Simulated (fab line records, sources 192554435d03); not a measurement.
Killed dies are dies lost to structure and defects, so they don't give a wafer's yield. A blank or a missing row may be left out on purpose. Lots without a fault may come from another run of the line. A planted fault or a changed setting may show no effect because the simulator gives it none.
Chamber matching | flow n5_finfet | N5_BEOL_M5_DESCUM_33 on rie_diel-04: 4 sister chambers
The step chemistry O2, time 7 s. 4 wafers are shown with their chamber, then 7 later ones without.

WAFERS WITH THEIR CHAMBER
wafer  | chamber | drypump_motor_current_A (A)
L442.3 | 2       | 6.1
L442.5 | 1       | 5.4
L443.2 | 0       | 5.4
L443.4 | 3       | 6.7

WAFERS WITHOUT THEIR CHAMBER
wafer  | drypump_motor_current_A (A)
L443.6 | 6.1
L445.1 | 5.3
L445.4 | 6.8
L445.6 | 5.4
L448.3 | 5.3
L448.4 | 5.4
L448.5 | 6.1

WHICH CHAMBER EACH WENT THROUGH
wafer  | from the rows above     | in truth
L443.6 | 2                       | 2
L445.1 | can't be placed: 0 or 1 | 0
L445.4 | 3                       | 3
L445.6 | can't be placed: 0 or 1 | 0
L448.3 | can't be placed: 0 or 1 | 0
L448.4 | can't be placed: 0 or 1 | 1
L448.5 | 2                       | 2
Placed correctly: 3 of 7. Can't be placed from these rows: 4 (the true chamber is among the candidates in 4). Placed wrongly: 0.
How it was worked out, from the rows above alone: a wafer's distance from a chamber is the root of the sum, over the readings, of the square of ((its reading less the chamber's mean) divided by the reading's scatter). The wafer belongs to the nearest chamber; if the next one is less than 2 further off, it can't be placed. A chamber's mean is the mean of its shown wafers. The scatter: with one shown wafer a chamber, the root of the mean of the squares of how far each hidden wafer lies from its nearest shown one.
